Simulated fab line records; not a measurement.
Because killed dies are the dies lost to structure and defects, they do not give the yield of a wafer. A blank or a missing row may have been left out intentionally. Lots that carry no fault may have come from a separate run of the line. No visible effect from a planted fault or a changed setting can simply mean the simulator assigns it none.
Which of the tools did it? || flow nand-harc || Sampling: 15 lots, 43 wafers, 4 of 1159 route steps

WHAT EACH GAUGE READ, for each wafer
NHARC_A_ONON_D1_THK_MEAS_30: measures by ellipsometry.
{"lot": "L642", "measured": "day 7 21:20", "on": "film-metro-02", "thk-nm (nm)": "995 994 995"}
{"lot": "L643", "measured": "day 8 10:07", "on": "film-metro-01", "thk-nm (nm)": "987 988 986"}
{"lot": "L645", "measured": "day 8 17:05", "on": "film-metro-02", "thk-nm (nm)": "994 994 996"}
{"lot": "L646", "measured": "day 8 17:05", "on": "film-metro-01", "thk-nm (nm)": "1025 1026 1026"}
{"lot": "L647", "measured": "day 9 18:37", "on": "film-metro-01", "thk-nm (nm)": "1003 1003 1005"}
{"lot": "L648", "measured": "day 9 18:37", "on": "film-metro-02", "thk-nm (nm)": "998 999 999"}
{"lot": "L650", "measured": "day 10 02:27", "on": "film-metro-01", "thk-nm (nm)": "1018 1019 1021"}
{"lot": "L651", "measured": "day 10 02:35", "on": "film-metro-02", "thk-nm (nm)": "995 995 993"}
{"lot": "L652", "measured": "day 10 13:36", "on": "film-metro-01", "thk-nm (nm)": "998 997 996"}
{"lot": "L653", "measured": "day 11 04:36", "on": "film-metro-01", "thk-nm (nm)": "999 1088"}
{"lot": "L655", "measured": "day 11 04:16", "on": "film-metro-02", "thk-nm (nm)": "1098 1098 1008"}
{"lot": "L657", "measured": "day 11 19:58", "on": "film-metro-01", "thk-nm (nm)": "995 995 993"}
{"lot": "L658", "measured": "day 12 03:08", "on": "film-metro-02", "thk-nm (nm)": "985 1072"}
{"lot": "L664", "measured": "day 13 02:46", "on": "film-metro-01", "thk-nm (nm)": "1008 1008 1010"}
{"lot": "L665", "measured": "day 13 20:32", "on": "film-metro-02", "thk-nm (nm)": "1021 1018 1019"}

TOOL THAT RAN EACH LOT (tool first, then ch and the chambers of the sampled wafers, then the start)
{"lot": "L642", "NHARC_P_BONDPAD_ANNEAL_28": "rtp-anneal-02 ch 0, day 6 09:57", "NHARC_A_ZERO_WELL_DESCUM_12": "rie-diel-02 ch 0,1,2, day 6 12:22", "NHARC_A_ONON_D1_DEP_28": "pecvd-onon-04 ch 0, day 7 20:50"}
{"lot": "L643", "NHARC_P_BONDPAD_ANNEAL_28": "rtp-anneal-01 ch 0, day 6 21:13", "NHARC_A_ZERO_WELL_DESCUM_12": "rie-diel-02 ch 2,3, day 6 23:39", "NHARC_A_ONON_D1_DEP_28": "pecvd-onon-01 ch 0, day 8 09:36"}
{"lot": "L645", "NHARC_P_BONDPAD_ANNEAL_28": "rtp-anneal-02 ch 0, day 7 04:05", "NHARC_A_ZERO_WELL_DESCUM_12": "rie-diel-02 ch 0,1, day 7 06:22", "NHARC_A_ONON_D1_DEP_28": "pecvd-onon-04 ch 0, day 8 16:37"}
{"lot": "L646", "NHARC_P_BONDPAD_ANNEAL_28": "rtp-anneal-01 ch 0, day 7 04:49", "NHARC_A_ZERO_WELL_DESCUM_12": "rie-diel-07 ch 0,3, day 7 07:11", "NHARC_A_ONON_D1_DEP_28": "pecvd-onon-01 ch 0, day 8 16:34"}
{"lot": "L647", "NHARC_P_BONDPAD_ANNEAL_28": "rtp-anneal-01 ch 0, day 8 01:11", "NHARC_A_ZERO_WELL_DESCUM_12": "rie-diel-07 ch 0,2,3, day 8 03:35", "NHARC_A_ONON_D1_DEP_28": "pecvd-onon-04 ch 0, day 9 18:07"}
{"lot": "L648", "NHARC_P_BONDPAD_ANNEAL_28": "rtp-anneal-02 ch 0, day 8 01:40", "NHARC_A_ZERO_WELL_DESCUM_12": "rie-diel-02 ch 0,1,3, day 8 04:02", "NHARC_A_ONON_D1_DEP_28": "pecvd-onon-02 ch 0, day 9 18:07"}
{"lot": "L650", "NHARC_P_BONDPAD_ANNEAL_28": "rtp-anneal-01 ch 0, day 8 08:42", "NHARC_A_ZERO_WELL_DESCUM_12": "rie-diel-02 ch 1,2,3, day 8 11:10", "NHARC_A_ONON_D1_DEP_28": "pecvd-onon-04 ch 0, day 10 01:56"}
{"lot": "L651", "NHARC_P_BONDPAD_ANNEAL_28": "rtp-anneal-01 ch 0, day 8 14:04", "NHARC_A_ZERO_WELL_DESCUM_12": "rie-diel-02 ch 0,2,3, day 8 16:18", "NHARC_A_ONON_D1_DEP_28": "pecvd-onon-02 ch 0, day 10 02:05"}
{"lot": "L652", "NHARC_P_BONDPAD_ANNEAL_28": "rtp-anneal-01 ch 0, day 8 21:32", "NHARC_A_ZERO_WELL_DESCUM_12": "rie-diel-02 ch 1,2,3, day 8 23:46", "NHARC_A_ONON_D1_DEP_28": "pecvd-onon-01 ch 0, day 10 13:08"}
{"lot": "L653", "NHARC_P_BONDPAD_ANNEAL_28": "rtp-anneal-01 ch 0, day 9 15:04", "NHARC_A_ZERO_WELL_DESCUM_12": "rie-diel-02 ch 3, day 9 17:26", "NHARC_A_ONON_D1_DEP_28": "pecvd-onon-01 ch 0, day 11 04:05"}
{"lot": "L655", "NHARC_P_BONDPAD_ANNEAL_28": "rtp-anneal-01 ch 0, day 9 15:52", "NHARC_A_ZERO_WELL_DESCUM_12": "rie-diel-08 ch 1,2,3, day 9 18:11", "NHARC_A_ONON_D1_DEP_28": "pecvd-onon-01 ch 0, day 11 03:51"}
{"lot": "L657", "NHARC_P_BONDPAD_ANNEAL_28": "rtp-anneal-01 ch 0, day 10 08:28", "NHARC_A_ZERO_WELL_DESCUM_12": "rie-diel-08 ch 1,2, day 10 10:43", "NHARC_A_ONON_D1_DEP_28": "pecvd-onon-04 ch 0, day 11 19:28"}
{"lot": "L658", "NHARC_P_BONDPAD_ANNEAL_28": "rtp-anneal-01 ch 0, day 10 14:32", "NHARC_A_ZERO_WELL_DESCUM_12": "rie-diel-08 ch 0,2, day 10 16:55", "NHARC_A_ONON_D1_DEP_28": "pecvd-onon-01 ch 0, day 12 02:35"}
{"lot": "L664", "NHARC_P_BONDPAD_ANNEAL_28": "rtp-anneal-01 ch 0, day 11 15:14", "NHARC_A_ZERO_WELL_DESCUM_12": "rie-diel-08 ch 1,3, day 11 17:37", "NHARC_A_ONON_D1_DEP_28": "pecvd-onon-02 ch 0, day 13 02:19"}
{"lot": "L665", "NHARC_P_BONDPAD_ANNEAL_28": "rtp-anneal-01 ch 0, day 12 07:12", "NHARC_A_ZERO_WELL_DESCUM_12": "rie-diel-02 ch 0,2,3, day 12 09:27", "NHARC_A_ONON_D1_DEP_28": "pecvd-onon-02 ch 0, day 13 20:01"}
- NHARC_P_BONDPAD_ANNEAL_28: time 90 s.
- NHARC_A_ZERO_WELL_DESCUM_12: chemistry O2, time 3 s.
- NHARC_A_ONON_D1_DEP_28: target thk 1000 nm.

WHAT THE TOOLS THEMSELVES READ (means of the sampled wafers that have a number; where no wafer has one, the mark that the record gives instead)
NHARC_P_BONDPAD_ANNEAL_28.
{"lot": "L642", "tool": "rtp-anneal-02", "wafer_temp_C_max": 225.79}
{"lot": "L643", "tool": "rtp-anneal-01", "wafer_temp_C_max": 225.40}
{"lot": "L645", "tool": "rtp-anneal-02", "wafer_temp_C_max": 225.67}
{"lot": "L646", "tool": "rtp-anneal-01", "wafer_temp_C_max": 225.58}
{"lot": "L647", "tool": "rtp-anneal-01", "wafer_temp_C_max": 225.62}
{"lot": "L648", "tool": "rtp-anneal-02", "wafer_temp_C_max": 225.70}
{"lot": "L650", "tool": "rtp-anneal-01", "wafer_temp_C_max": 225.52}
{"lot": "L651", "tool": "rtp-anneal-01", "wafer_temp_C_max": 225.51}
{"lot": "L652", "tool": "rtp-anneal-01", "wafer_temp_C_max": 225.44}
{"lot": "L653", "tool": "rtp-anneal-01", "wafer_temp_C_max": 225.88}
{"lot": "L655", "tool": "rtp-anneal-01", "wafer_temp_C_max": 225.85}
{"lot": "L657", "tool": "rtp-anneal-01", "wafer_temp_C_max": 225.76}
{"lot": "L658", "tool": "rtp-anneal-01", "wafer_temp_C_max": 225.83}
{"lot": "L664", "tool": "rtp-anneal-01", "wafer_temp_C_max": 225.62}
{"lot": "L665", "tool": "rtp-anneal-01", "wafer_temp_C_max": 225.73}

NHARC_A_ZERO_WELL_DESCUM_12.
{"lot": "L642", "tool": "rie-diel-02", "drypump-motor-current-A (A)": 5.68, "oes-product-au (a.u.)": 1.008, "rf-vpp-V (V)": 57.8, "showerhead-plenum-p-Torr (Torr)": 1.93, "throttle-valve-pct (%)": 11.312}
{"lot": "L643", "tool": "rie-diel-02", "drypump-motor-current-A (A)": 5.76, "oes-product-au (a.u.)": 1.008, "rf-vpp-V (V)": 59.0, "showerhead-plenum-p-Torr (Torr)": 2.05, "throttle-valve-pct (%)": 11.312}
{"lot": "L645", "tool": "rie-diel-02", "drypump-motor-current-A (A)": 5.68, "oes-product-au (a.u.)": 1.002, "rf-vpp-V (V)": 57.5, "showerhead-plenum-p-Torr (Torr)": 1.87, "throttle-valve-pct (%)": 11.312}
{"lot": "L646", "tool": "rie-diel-07", "drypump-motor-current-A (A)": 5.92, "oes-product-au (a.u.)": 0.978, "rf-vpp-V (V)": 57.4, "showerhead-plenum-p-Torr (Torr)": 1.84, "throttle-valve-pct (%)": 11.303}
{"lot": "L647", "tool": "rie-diel-07", "drypump-motor-current-A (A)": 5.67, "oes-product-au (a.u.)": 0.987, "rf-vpp-V (V)": 58.0, "showerhead-plenum-p-Torr (Torr)": 1.86, "throttle-valve-pct (%)": 11.313}
{"lot": "L648", "tool": "rie-diel-02", "drypump-motor-current-A (A)": 5.70, "oes-product-au (a.u.)": 0.994, "rf-vpp-V (V)": 58.2, "showerhead-plenum-p-Torr (Torr)": 1.94, "throttle-valve-pct (%)": 11.307}
{"lot": "L650", "tool": "rie-diel-02", "drypump-motor-current-A (A)": 5.77, "oes-product-au (a.u.)": 1.003, "rf-vpp-V (V)": 58.6, "showerhead-plenum-p-Torr (Torr)": 1.99, "throttle-valve-pct (%)": 11.311}
{"lot": "L651", "tool": "rie-diel-02", "drypump-motor-current-A (A)": 5.69, "oes-product-au (a.u.)": 0.997, "rf-vpp-V (V)": 58.5, "showerhead-plenum-p-Torr (Torr)": 1.99, "throttle-valve-pct (%)": 11.311}
{"lot": "L652", "tool": "rie-diel-02", "drypump-motor-current-A (A)": 5.77, "oes-product-au (a.u.)": 1.001, "rf-vpp-V (V)": 58.6, "showerhead-plenum-p-Torr (Torr)": 1.99, "throttle-valve-pct (%)": 11.313}
{"lot": "L653", "tool": "rie-diel-02", "drypump-motor-current-A (A)": 5.82, "oes-product-au (a.u.)": 0.982, "rf-vpp-V (V)": 59.0, "showerhead-plenum-p-Torr (Torr)": 2.06, "throttle-valve-pct (%)": 11.316}
{"lot": "L655", "tool": "rie-diel-08", "drypump-motor-current-A (A)": 5.86, "oes-product-au (a.u.)": 0.999, "rf-vpp-V (V)": 57.5, "showerhead-plenum-p-Torr (Torr)": 1.99, "throttle-valve-pct (%)": 11.314}
{"lot": "L657", "tool": "rie-diel-08", "drypump-motor-current-A (A)": 5.66, "oes-product-au (a.u.)": 0.993, "rf-vpp-V (V)": 58.0, "showerhead-plenum-p-Torr (Torr)": 1.98, "throttle-valve-pct (%)": 11.319}
{"lot": "L658", "tool": "rie-diel-08", "drypump-motor-current-A (A)": 5.32, "oes-product-au (a.u.)": 0.980, "rf-vpp-V (V)": 57.6, "showerhead-plenum-p-Torr (Torr)": 1.98, "throttle-valve-pct (%)": 11.309}
{"lot": "L664", "tool": "rie-diel-08", "drypump-motor-current-A (A)": 6.11, "oes-product-au (a.u.)": 1.007, "rf-vpp-V (V)": 58.3, "showerhead-plenum-p-Torr (Torr)": 2.01, "throttle-valve-pct (%)": 11.315}
{"lot": "L665", "tool": "rie-diel-02", "drypump-motor-current-A (A)": 5.69, "oes-product-au (a.u.)": 1.004, "rf-vpp-V (V)": 58.7, "showerhead-plenum-p-Torr (Torr)": 1.99, "throttle-valve-pct (%)": 11.312}

NHARC_A_ONON_D1_DEP_28.
{"lot": "L642", "tool": "pecvd-onon-04", "n2o-flow-sccm (sccm)": 2005, "susceptor-temp-C (C)": 400.11}
{"lot": "L643", "tool": "pecvd-onon-01", "n2o-flow-sccm (sccm)": 1996, "susceptor-temp-C (C)": 399.95}
{"lot": "L645", "tool": "pecvd-onon-04", "n2o-flow-sccm (sccm)": 2009, "susceptor-temp-C (C)": 400.24}
{"lot": "L646", "tool": "pecvd-onon-01", "n2o-flow-sccm (sccm)": 2000, "susceptor-temp-C (C)": 400.10}
{"lot": "L647", "tool": "pecvd-onon-04", "n2o-flow-sccm (sccm)": 1999, "susceptor-temp-C (C)": 400.19}
{"lot": "L648", "tool": "pecvd-onon-02", "n2o-flow-sccm (sccm)": 2005, "susceptor-temp-C (C)": 400.33}
{"lot": "L650", "tool": "pecvd-onon-04", "n2o-flow-sccm (sccm)": 1999, "susceptor-temp-C (C)": 399.86}
{"lot": "L651", "tool": "pecvd-onon-02", "n2o-flow-sccm (sccm)": 1995, "susceptor-temp-C (C)": 400.11}
{"lot": "L652", "tool": "pecvd-onon-01", "n2o-flow-sccm (sccm)": 1997, "susceptor-temp-C (C)": 400.29}
{"lot": "L653", "tool": "pecvd-onon-01", "n2o-flow-sccm (sccm)": 2000, "susceptor-temp-C (C)": 400.06}
{"lot": "L655", "tool": "pecvd-onon-01", "n2o-flow-sccm (sccm)": 2004, "susceptor-temp-C (C)": 399.98}
{"lot": "L657", "tool": "pecvd-onon-04", "n2o-flow-sccm (sccm)": 1998, "susceptor-temp-C (C)": 400.26}
{"lot": "L658", "tool": "pecvd-onon-01", "n2o-flow-sccm (sccm)": 2008, "susceptor-temp-C (C)": 400.16}
{"lot": "L664", "tool": "pecvd-onon-02", "n2o-flow-sccm (sccm)": 2003, "susceptor-temp-C (C)": 399.95}
{"lot": "L665", "tool": "pecvd-onon-02", "n2o-flow-sccm (sccm)": 2003, "susceptor-temp-C (C)": 399.91}

THE ANSWER, worked out from the rows above alone
Rule: the usual values come from the lots themselves. Put in order of their means at a reading, lots are off if they are a third of the lots or fewer, leave a main group of 4 or more, and stand apart from it by a gap of 3 or more times the standard deviation of the main group's means; of several such gaps the widest counts. The tables above print the reading to a certain number of digits; a main group whose means all agree to those digits is not used. A lot without any number at a reading at which 4 lots or more have one is off too. The other lots that the step has rows for count as sound. Order of review: gauges by route order, followed by the tools' own readings, for which a lot's mean as printed above is used. At the first step where some lot is off, the reading lying furthest off is the one used; lots without a number count as furthest.
Nothing can be told from this: no lot is off at any reading shown.

WHAT THE SIMULATOR HAD PUT IN
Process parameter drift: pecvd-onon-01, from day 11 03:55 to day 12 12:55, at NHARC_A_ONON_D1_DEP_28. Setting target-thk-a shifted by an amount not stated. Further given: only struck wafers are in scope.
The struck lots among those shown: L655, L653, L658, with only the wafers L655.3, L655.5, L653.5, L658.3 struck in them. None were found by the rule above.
